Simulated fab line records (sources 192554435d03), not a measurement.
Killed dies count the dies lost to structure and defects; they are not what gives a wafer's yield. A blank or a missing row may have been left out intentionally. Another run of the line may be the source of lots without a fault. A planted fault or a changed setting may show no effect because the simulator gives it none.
fab line records	flow n5-finfet
record lots=7	wafers=21
route steps=1938 shown MOL_CONTACT_COAG@563 BEOL_M1@783 BEOL_M2@890 BEOL_M3@957 BEOL_M4@1040 BEOL_M5@1119
start-h: start of the lot's first displayed wafer, in hours after the record's first day	wait-h: hours since the lot's step before	" the same as in the row above	L1.1+2: a single row standing in for several wafers	- value missing, or start not given	* or withheld: withheld	< > ~ a bound
route shown NAME@n: NAME is a module with steps in the file, n the number in the route of the first one	usual: average and standard deviation across the fault-free wafers	same: alike in all rows	chamber/n: place in a boat	sites: the reading at each site	_std_site: the standard deviation of these	_edge_site: outer sites' mean less inner sites'	radius-mm: how far each site lies from the wafer's centre	mask NAME#n: copy n	behind: the tool/chamber that last shaped the wafer	hold: the reason the lot was held/the length of the hold in hours/how it ended	device: the transistor (n, p or np) that didn't switch	end of line: tests of these same wafers at the route's end	a step with no rows: only its recipe	killed: count of dies lost to structure and defects at first sort (not the wafer's yield)	map: dies across one wafer; x = killed, . = not, _ = none there
set.NAME: the setting that was run; set.NAME@STEP: the one run at that earlier step	model.NAME: the simulator's own value behind a step, which no gauge read
lots whose settings were changed on purpose; a table a step, a row a wafer
## steps
# step N5_MOL_CONTACT_COAG_PECVD_31
# recipe material=SiO2	target-thk-a=460	temp-c=400	precursor=TEOS/O2	pressure-torr=6.5	rf-w=withheld	teos-flow-sccm=withheld	gas=O2	flow-sccm=2650	time-s=8.9
lot.wafer	tool	chamber	start-h	wait-h	set.temp-c	model.SiO2_of_MOL_CONTACT_COAG_PECVD_31.thk-nm
L079.2	pecvd-01	0	129.08	0.3	400	45.4
L079.3	"	2	"	"	382.5	49.8
L079.4	"	1	"	"	400	46
L080.1	pecvd-01	1	133.89	0.3	400	45.4
L080.2	"	2	"	"	400	44.4
L080.4	"	1	"	"	400	46
L085.2	pecvd-04	0	167.35	0.3	400	44.8
L085.4	"	1	"	"	405.8	44
L085.6	"	0	"	"	405.8	44.2
L093.2+3	pecvd-02	0,1	215.48	0.3	400	46.2
L093.4	"	0	"	"	400	46.4
L094.2	pecvd-02	2	224.95	0.3	400	44.8
L094.5	"	2	"	"	400	45.8
L094.6	"	0	"	"	400	46
L095.2	pecvd-01	1	235.48	0.3	400	44.6
L095.4	"	2	"	"	400	45.6
L095.5	"	0	"	"	400	46
L097.1	pecvd-02	1	245.64	0.3	400	45.8
L097.3	"	0	"	"	415.5	41.2
L097.6	"	1	"	"	400	46.2
# step N5_MOL_CONTACT_COAG_COAT_75
# recipe resist=SOC	temp-c=250	time-s=60	spin-rpm=1500	resist-thk-nm=60
# step N5_MOL_CONTACT_COAG_COAT_76
# recipe resist=SiARC	temp-c=220	time-s=60	spin-rpm=1500	resist-thk-nm=10
# step N5_MOL_CONTACT_COAG_ETCHBACK_135
# recipe chemistry=CHF3	target=SiO2	target-depth-a=250	time-s=16.7	ion-energy-ev=200	pressure-mtorr=30	source-w=610	bias-w=170	Ar_flow_sccm=200	CHF3_flow_sccm=50
# step N5_MOL_CONTACT_COAG_STRIP_118
# recipe chemistry=CHF3	resist=SiARC	rf-frequency-hz=6e+07
# step N5_MOL_CONTACT_COAG_VIA_ETCH_46
# recipe chemistry=C4F6/O2	target-depth-a=460	overetch-a=92	mask-material=SOC	target=SiO2	bias-w=455	pressure-mtorr=10	time-s=40	source-w=325	Ar_flow_sccm=300	C4F6_flow_sccm=10	O2_flow_sccm=10	ion-energy-ev=575.3	ends=end-point
lot.wafer	tool	chamber	start-h	wait-h	set.temp-c@MOL_CONTACT_COAG_PECVD_31	model.etch.depth-nm
L079.2	rie-diel-02	1	130.10	0.0	400	45.32
L079.3	"	2	"	"	382.5	49.81
L079.4	"	3	"	"	400	45.98
L080.1	rie-diel-05	3	135.24	0.0	400	45.35
L080.2	"	2	"	"	400	44.31
L080.4	"	0	"	"	400	45.9
L085.2	rie-diel-02	3	169.31	0.0	400	44.76
L085.4	"	1	"	"	405.8	43.95
L085.6	"	0	"	"	405.8	44.21
L093.2	rie-diel-05	3	216.66	0.0	400	46.22
L093.3	"	0	"	"	400	46.14
L093.4	"	1	"	"	400	46.41
L094.2	rie-diel-05	2	225.88	0.0	400	44.87
L094.5	"	2	"	"	400	45.81
L094.6	"	3	"	"	400	46.09
L095.2	rie-diel-02	0	236.62	0.0	400	44.6
L095.4	"	2	"	"	400	45.65
L095.5	"	1	"	"	400	46.03
L097.1	rie-diel-02	3	246.62	0.0	400	45.86
L097.3	"	1	"	"	415.5	41.26
L097.6	"	2	"	"	400	46.21
# step N5_BEOL_M1_EXPOSE_25
# recipe mask-id=V0	na=0.33	source-shape=quasar	sigma-inner=0.2	sigma-outer=0.8	polarization=unpolarized	defocus-nm=5	target-cd-nm=24	dose-mj=63
lot.wafer	tool	chamber	start-h	wait-h	mask	set.dose-mj
L079.2+4	euv-scanner-01	0	153.17	-	V0#0	67.52
L079.3	"	0	"	"	V0#0	63
L080.1+4	euv-scanner-01	0	157.25	-	V0#0	63
L080.2	"	0	"	"	V0#0	64.59
L085.2+6	euv-scanner-02	0	194.30	-	V0#0	63
L085.4	"	0	"	"	V0#0	66.95
L093.2+3+4	euv-scanner-02	0	243.58	-	V0#0	63
L094.2+5+6	euv-scanner-02	0	246.01	-	V0#0	63
L095.2+4	euv-scanner-01	0	264.26	-	V0#0	58.89
L095.5	"	0	"	"	V0#0	63
L097.1+3+6	euv-scanner-02	0	270.71	-	V0#0	63
# step N5_BEOL_M1_PEB_26
# recipe peb-temp-c=100	peb-time-s=60	resist=CAR-EUV
# step N5_BEOL_M1_DEVELOP_27
# recipe develop-time-s=30	developer=TMAH	resist=CAR-EUV	rinse-liquid=surfactant-rinse	dry=air-spin	dev-temp-c=23
# step N5_BEOL_M1_CD_MEAS_28
# recipe landing-energy-ev=500	detector=se-inlens	target-cd-y-nm=23.3
# usual cd-nm=24.03/0.25
lot.wafer	tool	chamber	start-h	wait-h	set.dose-mj@BEOL_M1_EXPOSE_25	cd-nm
L079.2	cd-sem-02	0	153.31	-	67.52	25.99
L079.3	"	0	"	"	63	24.39
L079.4	"	0	"	"	67.52	25.34
L080.1	cd-sem-02	0	157.39	-	63	24.06
L080.2	"	0	"	"	64.59	24.51
L080.4	"	0	"	"	63	23.90
L085.2	cd-sem-02	0	194.44	-	63	24.17
L085.4	"	0	"	"	66.95	25.35
L085.6	"	0	"	"	63	23.45
L093.2	cd-sem-02	0	243.72	-	63	24.03
L093.3	"	0	"	"	63	23.95
L093.4	"	0	"	"	63	23.59
L094.2	cd-sem-01	0	246.14	-	63	24.05
L094.5	"	0	"	"	63	23.75
L094.6	"	0	"	"	63	24.02
L095.2	cd-sem-02	0	264.39	-	58.89	22.33
L095.4	"	0	"	"	58.89	22.60
L095.5	"	0	"	"	63	23.84
L097.1	cd-sem-01	0	270.86	-	63	23.96
L097.3	"	0	"	"	63	23.98
L097.6	"	0	"	"	63	24.36
# step N5_BEOL_M1_STRIP_71
# recipe chemistry=N2/H2	temp-c=40	n2-flow-sccm=200	h2-flow-sccm=200	rf-frequency-hz=6e+07
# step N5_BEOL_M1_STRIP_78
# recipe chemistry=N2/H2	temp-c=40	n2-flow-sccm=200	h2-flow-sccm=200	rf-frequency-hz=6e+07
# step N5_BEOL_M1_VIA_ETCH_34
# recipe chemistry=C4F6/O2	target-depth-a=678	mask-material=SOC	pressure-mtorr=15	ion-energy-ev=250	taper-deg=4	time-s=64.4	source-w=350	bias-w=170	Ar_flow_sccm=300	C4F6_flow_sccm=10	O2_flow_sccm=10
lot.wafer	tool	chamber	start-h	wait-h	set.dose-mj@BEOL_M1_EXPOSE_25	model.BEOL_M1.cd-nm
L079.2	rie-diel-04	1	160.71	0.0	67.52	19.8
L079.3	"	2	"	"	63	18.2
L079.4	"	0	"	"	67.52	19.6
L080.1	rie-diel-06	0	164.57	0.0	63	17.4
L080.2	"	2	"	"	64.59	18.2
L080.4	"	3	"	"	63	17.6
L085.2	rie-diel-04	0	200.03	0.0	63	18.4
L085.4	"	2	"	"	66.95	19
L085.6	"	2	"	"	63	17.8
L093.2	rie-diel-01	2	244.30	0.0	63	18
L093.3	"	0	"	"	63	17.8
L093.4	"	3	"	"	63	17.4
L094.2	rie-diel-01	0	248.32	0.0	63	18.2
L094.5	"	1	"	"	63	17.8
L094.6	"	0	"	"	63	18
L095.2	rie-diel-01	2	268.95	0.0	58.89	16.6
L095.4	"	2	"	"	58.89	16.4
L095.5	"	1	"	"	63	18
L097.1+3+6	rie-diel-04	0,3,2	274.70	0.0	63	17.8
# step N5_BEOL_M2_TRENCH_ETCH_37
# recipe chemistry=C4F6/O2	target-depth-a=555.55	target=SiOC	time-s=29.2	ion-energy-ev=250	pressure-mtorr=30	source-w=355	bias-w=185	Ar_flow_sccm=300	C4F6_flow_sccm=10	O2_flow_sccm=10
# usual rf-vpp-V=665/14
lot.wafer	tool	chamber	start-h	wait-h	set.bias-w	rf-vpp-V
L079.2	rie-diel-03	2	-	-	185	649
L079.3	"	0	"	"	185	660
L079.4	"	3	"	"	185	647
L080.1	rie-diel-03	3	-	-	185	647
L080.2	"	1	"	"	185	647
L080.4	"	2	"	"	185	649
L085.2	rie-diel-05	0	-	-	193.5	691
L085.4	"	1	"	"	185	668
L085.6	"	1	"	"	185	666
L093.2	rie-diel-03	0	-	-	154.2	570
L093.3	"	1	"	"	185	646
L093.4	"	3	"	"	185	647
L094.2	rie-diel-03	1	-	-	185	647
L094.5	"	3	"	"	185	648
L094.6	"	0	"	"	185	657
L095.2	rie-diel-02	3	-	-	185	655
L095.4	"	2	"	"	157.8	614
L095.5	"	3	"	"	185	657
L097.1	rie-diel-02	0	-	-	185	671
L097.3	"	2	"	"	185	695
L097.6	"	2	"	"	185	695
# step N5_BEOL_M3_COAT_67
# recipe resist=SOC	temp-c=250	time-s=60	spin-rpm=1500	resist-thk-nm=60
lot.wafer	tool	chamber	start-h	wait-h	set.spin-rpm	model.SOC_of_BEOL_M3_COAT_67.thk-nm
L079.2	litho-track-01	0	181.21	0.0	1500	60
L079.3	"	0	"	"	1418	61.8
L079.4	"	0	"	"	1418	61.4
L080.1+2	litho-track-04	0	184.14	0.0	1624	57.6
L080.4	"	0	"	"	1500	60
L085.2+4	litho-track-02	0	220.01	0.0	1366	63.2
L085.6	"	0	"	"	1500	60.4
L093.2+3	litho-track-02	0	267.82	0.0	1500	60
L093.4	"	0	"	"	1500	60.2
L094.2+6	litho-track-01	0	274.99	0.0	1500	59.6
L094.5	"	0	"	"	1500	59.8
L095.2+5	litho-track-01	0	284.94	0.0	1555	59
L095.4	"	0	"	"	1500	60.2
L097.1+3	litho-track-04	0	294.83	0.0	1335	63.8
L097.6	"	0	"	"	1335	64
# step N5_BEOL_M3_EXPOSE_25
# recipe mask-id=V2	na=0.33	source-shape=quasar	sigma-inner=0.2	sigma-outer=0.8	polarization=unpolarized	defocus-nm=5	dose-mj=63
lot.wafer	tool	chamber	start-h	wait-h	mask	set.dose-mj
L079.2+3+4	euv-scanner-02	0	181.35	-	V2#0	63
L080.1+4	euv-scanner-02	0	184.28	-	V2#0	63
L080.2	"	0	"	"	V2#0	64.6
L085.2+4	euv-scanner-01	0	220.16	-	V2#0	63
L085.6	"	0	"	"	V2#0	58.55
L093.2+4	euv-scanner-02	0	268.09	-	V2#0	63
L093.3	"	0	"	"	V2#0	61.5
L094.2+5+6	euv-scanner-01	0	275.26	-	V2#0	63
L095.2+4	euv-scanner-01	0	285.09	-	V2#0	63
L095.5	"	0	"	"	V2#0	64.82
L097.1+6	euv-scanner-01	0	294.97	-	V2#0	59.7
L097.3	"	0	"	"	V2#0	63
# step N5_BEOL_M3_PEB_26
# recipe peb-temp-c=100	peb-time-s=60	resist=CAR-EUV
# step N5_BEOL_M3_DEVELOP_27
# recipe develop-time-s=30	developer=TMAH	resist=CAR-EUV	rinse-liquid=surfactant-rinse	dry=air-spin	dev-temp-c=23
# step N5_BEOL_M3_CD_MEAS_28
# recipe target-cd-nm=25.7	landing-energy-ev=500	detector=se-inlens	target-cd-y-nm=23.3	polarity=opening
# usual cd-nm=25.74/0.24
lot.wafer	tool	chamber	start-h	wait-h	set.dose-mj@BEOL_M3_EXPOSE_25	cd-nm
L079.2	cd-sem-03	0	181.49	-	63	26.29
L079.3	"	0	"	"	63	25.64
L079.4	"	0	"	"	63	25.70
L080.1	cd-sem-03	0	184.42	-	63	25.97
L080.2	"	0	"	"	64.6	25.95
L080.4	"	0	"	"	63	25.61
L085.2	cd-sem-01	0	220.30	-	63	25.49
L085.4	"	0	"	"	63	25.56
L085.6	"	0	"	"	58.55	24.11
L093.2	cd-sem-01	0	268.23	-	63	26.18
L093.3	"	0	"	"	61.5	25.56
L093.4	"	0	"	"	63	25.83
L094.2	cd-sem-03	0	275.40	-	63	25.79
L094.5	"	0	"	"	63	25.71
L094.6	"	0	"	"	63	25.60
L095.2	cd-sem-03	0	285.23	-	63	25.57
L095.4	"	0	"	"	63	25.88
L095.5	"	0	"	"	64.82	26.22
L097.1	cd-sem-03	0	295.12	-	59.7	24.73
L097.3	"	0	"	"	63	25.65
L097.6	"	0	"	"	59.7	24.06
# step N5_BEOL_M3_ALD_98
# recipe material=SiO2	target-thk-a=25	temp-c=100	ald-precursor-family=BDEAS	ald-co-reactant=O2-plasma	pulse-time-s=1	co-reactant-pulse-time-s=1	purge-time-s=2	co-reactant-purge-time-s=2	ald-cycles=17	pressure-torr=2
# step N5_BEOL_M3_ETCHBACK_99
# recipe chemistry=CHF3	target=SiO2	target-depth-a=50	time-s=10.4	source-w=215	bias-w=47	Ar_flow_sccm=200	CHF3_flow_sccm=12	ion-energy-ev=100	pressure-mtorr=30
# step N5_BEOL_M3_ETCH_70
# recipe chemistry=N2/H2	target=SOC	target-depth-a=800	overetch-a=160	mask-material=SiARC	temp-c=40	time-s=120	ion-energy-ev=200	pressure-mtorr=30	source-w=840	bias-w=150	n2-flow-sccm=200	h2-flow-sccm=200
lot.wafer	tool	chamber	start-h	wait-h	set.spin-rpm@BEOL_M3_COAT_67	model.etch.depth-nm
L079.2	rie-diel-01	0	186.27	0.0	1500	60.03
L079.3	"	1	"	"	1418	61.8
L079.4	"	3	"	"	1418	61.34
L080.1	rie-diel-04	0	186.47	0.0	1624	57.6
L080.2	"	2	"	"	1624	57.54
L080.4	"	3	"	"	1500	59.94
L085.2	rie-diel-01	3	220.76	0.0	1366	63.29
L085.4	"	1	"	"	1366	63.18
L085.6	"	2	"	"	1500	60.44
L093.2	rie-diel-04	0	274.24	0.0	1500	60.04
L093.3	"	2	"	"	1500	59.92
L093.4	"	0	"	"	1500	60.22
L094.2	rie-diel-01	1	279.19	0.0	1500	59.65
L094.5	"	0	"	"	1500	59.79
L094.6	"	1	"	"	1500	59.67
L095.2	rie-diel-06	2	286.29	0.0	1555	59.06
L095.4	"	1	"	"	1500	60.15
L095.5	"	2	"	"	1555	59.07
L097.1	rie-diel-06	1	302.75	0.0	1335	63.88
L097.3	"	0	"	"	1335	63.78
L097.6	"	1	"	"	1335	64.06
# step N5_BEOL_M4_ETCH_64
# recipe chemistry=N2/H2	target=SOC	target-depth-a=750	overetch-a=225	mask-material=SiARC	temp-c=40	time-s=121.9	ion-energy-ev=200	pressure-mtorr=30	source-w=840	bias-w=150	n2-flow-sccm=200	h2-flow-sccm=200
# usual rf-vpp-V=523.2/2.7
lot.wafer	tool	chamber	start-h	wait-h	set.bias-w	rf-vpp-V	model.SiARC_of_BEOL_M4_COAT_62.thk-nm
L079.2	rie-diel-05	2	194.04	0.0	150	523.2	6.2
L079.3	"	3	"	"	131.6	483.4	7
L079.4	"	2	"	"	131.6	482.6	7.2
L080.1	rie-diel-02	3	194.29	0.0	150	521.9	6.2
L080.2	"	1	"	"	158.3	544.0	6
L080.4	"	1	"	"	158.3	544.3	6
L085.2	rie-diel-02	2	231.60	0.0	160.1	546.1	5.6
L085.4	"	0	"	"	160.1	539.1	5.8
L085.6	"	0	"	"	160.1	539.9	5.6
L093.2	rie-diel-05	3	279.88	0.0	150	526.9	6
L093.3	"	2	"	"	150	523.0	6.2
L093.4	"	2	"	"	137.5	495.3	6.8
L094.2	rie-diel-03	3	284.94	0.0	150	522.2	6.4
L094.5	"	1	"	"	150	522.8	6.6
L094.6	"	0	"	"	150	523.2	6.2
L095.2	rie-diel-02	0	293.26	0.0	150	517.1	6.2
L095.4	"	3	"	"	135.5	489.7	7
L095.5	"	0	"	"	135.5	485.4	6.8
L097.1	rie-diel-02	2	310.32	0.0	160.4	544.5	5.6
L097.3	"	3	"	"	150	521.6	6.2
L097.6	"	1	"	"	160.4	547.4	6
# step N5_BEOL_M4_DEP_57
# recipe material=SiCN	target-thk-a=80	temp-c=withheld	precursor=3MS/NH3	pressure-torr=3	rf-w=202	time-s=14
lot.wafer	tool	chamber	start-h	wait-h	set.time-s	model.SiCN_of_BEOL_M4_DEP_57.thk-nm
L080.1+4	pecvd-02	0	203.05	0.0	14	7.8
L080.2	"	1	"	"	14	8
L079.2+3+4	pecvd-02	2,0,0	214.61	0.0	12.59	7
L085.2	pecvd-01	1	241.97	0.0	14	7.8
L085.4	"	2	"	"	14	8
L085.6	"	1	"	"	15.77	9
L093.2+3+4	pecvd-01	1,2,0	290.55	0.0	14	8
L094.2+5	pecvd-02	0	292.39	0.0	14	7.8
L094.6	"	2	"	"	14	8.4
L095.2+4+5	pecvd-03	1,2,0	303.14	0.0	14	8
L097.1	pecvd-03	2	320.98	0.0	14	8
L097.3+6	"	2,1	"	"	14.69	8.6
# step N5_BEOL_M5_COAT_71
# recipe resist=underlayer	temp-c=205	time-s=60	spin-rpm=1500	resist-thk-nm=5
lot.wafer	tool	chamber	start-h	wait-h	set.spin-rpm
L080.1+2	litho-track-03	0	-	-	1382
L080.4	"	0	"	"	1500
L079.2+3	litho-track-04	0	-	-	1500
L079.4	"	0	"	"	1545
L085.2+6	litho-track-03	0	-	-	1448
L085.4	"	0	"	"	1500
L093.2	litho-track-03	0	-	-	1500
L093.3+4	"	0	"	"	1455
L094.2+5+6	litho-track-02	0	-	-	1500
L095.2+4+5	litho-track-03	0	-	-	1500
L097.1	litho-track-04	0	-	-	1333
L097.3+6	"	0	"	"	1500
# step N5_BEOL_M5_COAT_05
# recipe resist=CAR-EUV	spin-rpm=1500	resist-thk-nm=30
# step N5_BEOL_M5_EBR_07
# recipe solvent=PGMEA	ebr-width-mm=1.5
# step N5_BEOL_M5_DESCUM_16
# recipe chemistry=O2	time-s=7	source-power-w=50	bias-power-w=20	pressure-mtorr=20	rf-frequency-hz=2.712e+07	temp-c=40	resist=CAR-EUV	o2-flow-sccm=225
# step N5_BEOL_M5_ETCH_72
# recipe chemistry=N2/H2	target=underlayer	target-depth-a=65	mask-material=CAR-EUV	time-s=5.2	ion-energy-ev=200	pressure-mtorr=30	source-w=840	bias-w=150	n2-flow-sccm=200	h2-flow-sccm=200	ends=cleared
lot.wafer	tool	chamber	start-h	wait-h	set.spin-rpm@BEOL_M5_COAT_71	model.etch.depth-nm
L080.1	rie-diel-06	1	205.95	0.0	1382	5.224
L080.2	"	3	"	"	1382	5.22
L080.4	"	2	"	"	1500	5.009
L079.2	rie-diel-04	0	216.95	0.0	1500	5.011
L079.3	"	1	"	"	1500	5
L079.4	"	3	"	"	1545	4.944
L085.2	rie-diel-04	0	244.73	0.0	1448	5.082
L085.4	"	1	"	"	1500	4.966
L085.6	"	2	"	"	1448	5.086
L093.2	rie-diel-01	1	294.80	0.0	1500	4.974
L093.3	"	3	"	"	1455	5.051
L093.4	"	0	"	"	1455	5.036
L094.2	rie-diel-04	2	295.23	0.0	1500	4.981
L094.5	"	0	"	"	1500	4.975
L094.6	"	2	"	"	1500	4.987
L095.2	rie-diel-04	2	307.29	0.0	1500	4.99
L095.4	"	1	"	"	1500	4.969
L095.5	"	3	"	"	1500	5.001
L097.1	rie-diel-01	1	323.94	0.0	1333	5.316
L097.3	"	2	"	"	1500	5.004
L097.6	"	3	"	"	1500	5.013
# step N5_BEOL_M5_ETCH_68
# recipe chemistry=N2/H2	target=SOC	target-depth-a=800	overetch-a=160	mask-material=SiARC	temp-c=40	time-s=120	ion-energy-ev=200	pressure-mtorr=30	source-w=840	bias-w=150	n2-flow-sccm=200	h2-flow-sccm=200
# usual rf-vpp-V=524.6/2.5
lot.wafer	tool	chamber	start-h	wait-h	set.bias-w	rf-vpp-V
L080.1	rie-diel-06	2	207.43	0.0	150	528.6
L080.2	"	1	"	"	150	518.8
L080.4	"	0	"	"	142.8	511.0
L079.2	rie-diel-06	2	218.01	0.0	150	527.8
L079.3	"	3	"	"	150	524.4
L079.4	"	0	"	"	150	526.2
L085.2	rie-diel-04	2	247.53	0.0	150	524.4
L085.4	"	0	"	"	137.8	500.1
L085.6	"	3	"	"	150	525.3
L094.2	rie-diel-06	0	296.53	0.0	150	525.1
L094.5	"	2	"	"	150	527.4
L094.6	"	3	"	"	150	522.7
L093.2	rie-diel-01	1	297.04	0.0	168.6	562.6
L093.3	"	2	"	"	150	526.1
L093.4	"	0	"	"	150	518.7
L095.2	rie-diel-04	3	310.06	0.0	150	524.7
L095.4	"	1	"	"	150	526.2
L095.5	"	1	"	"	150	525.5
L097.1	rie-diel-04	2	325.40	0.0	150	524.6
L097.3	"	0	"	"	150	525.6
L097.6	"	1	"	"	136	494.0
## key
split step=N5_MOL_CONTACT_COAG_PECVD_31	setting=temp-c	stated=400	by=wafer
response step=N5_MOL_CONTACT_COAG_PECVD_31	reading=model.SiO2_of_MOL_CONTACT_COAG_PECVD_31.thk-nm	change=-1.04	per=1%	r=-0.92
response step=N5_MOL_CONTACT_COAG_VIA_ETCH_46	reading=model.etch.depth-nm	change=-1.04	per=1%	r=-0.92
split step=N5_BEOL_M1_EXPOSE_25	setting=dose-mj	stated=63	by=wafer
response step=N5_BEOL_M1_CD_MEAS_28	reading=cd-nm	change=+0.208	per=1%	r=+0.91
response step=N5_BEOL_M1_VIA_ETCH_34	reading=model.BEOL_M1.cd-nm	change=+0.2	per=1%	r=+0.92
split step=N5_BEOL_M2_TRENCH_ETCH_37	setting=bias-w	stated=185	by=wafer
response step=N5_BEOL_M2_TRENCH_ETCH_37	reading=rf-vpp-V	change=+3.9	per=1%	r=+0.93
split step=N5_BEOL_M3_COAT_67	setting=spin-rpm	stated=1500	by=wafer
response step=N5_BEOL_M3_COAT_67	reading=model.SOC_of_BEOL_M3_COAT_67.thk-nm	change=-0.303	per=1%	r=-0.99
response step=N5_BEOL_M3_ETCH_70	reading=model.etch.depth-nm	change=-0.297	per=1%	r=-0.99
split step=N5_BEOL_M3_EXPOSE_25	setting=dose-mj	stated=63	by=wafer
response step=N5_BEOL_M3_CD_MEAS_28	reading=cd-nm	change=+0.199	per=1%	r=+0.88
split step=N5_BEOL_M4_ETCH_64	setting=bias-w	stated=150	by=wafer
response step=N5_BEOL_M4_ETCH_64	reading=rf-vpp-V	change=+3.36	per=1%	r=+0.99
response step=N5_BEOL_M4_ETCH_64	reading=model.SiARC_of_BEOL_M4_COAT_62.thk-nm	change=-0.0702	per=1%	r=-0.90
split step=N5_BEOL_M4_DEP_57	setting=time-s	stated=14	by=wafer
response step=N5_BEOL_M4_DEP_57	reading=model.SiCN_of_BEOL_M4_DEP_57.thk-nm	change=+0.0916	per=1%	r=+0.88
split step=N5_BEOL_M5_COAT_71	setting=spin-rpm	stated=1500	by=wafer
response step=N5_BEOL_M5_ETCH_72	reading=model.etch.depth-nm	change=-0.0274	per=1%	r=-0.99
split step=N5_BEOL_M5_ETCH_68	setting=bias-w	stated=150	by=wafer
response step=N5_BEOL_M5_ETCH_68	reading=rf-vpp-V	change=+3.18	per=1%	r=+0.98
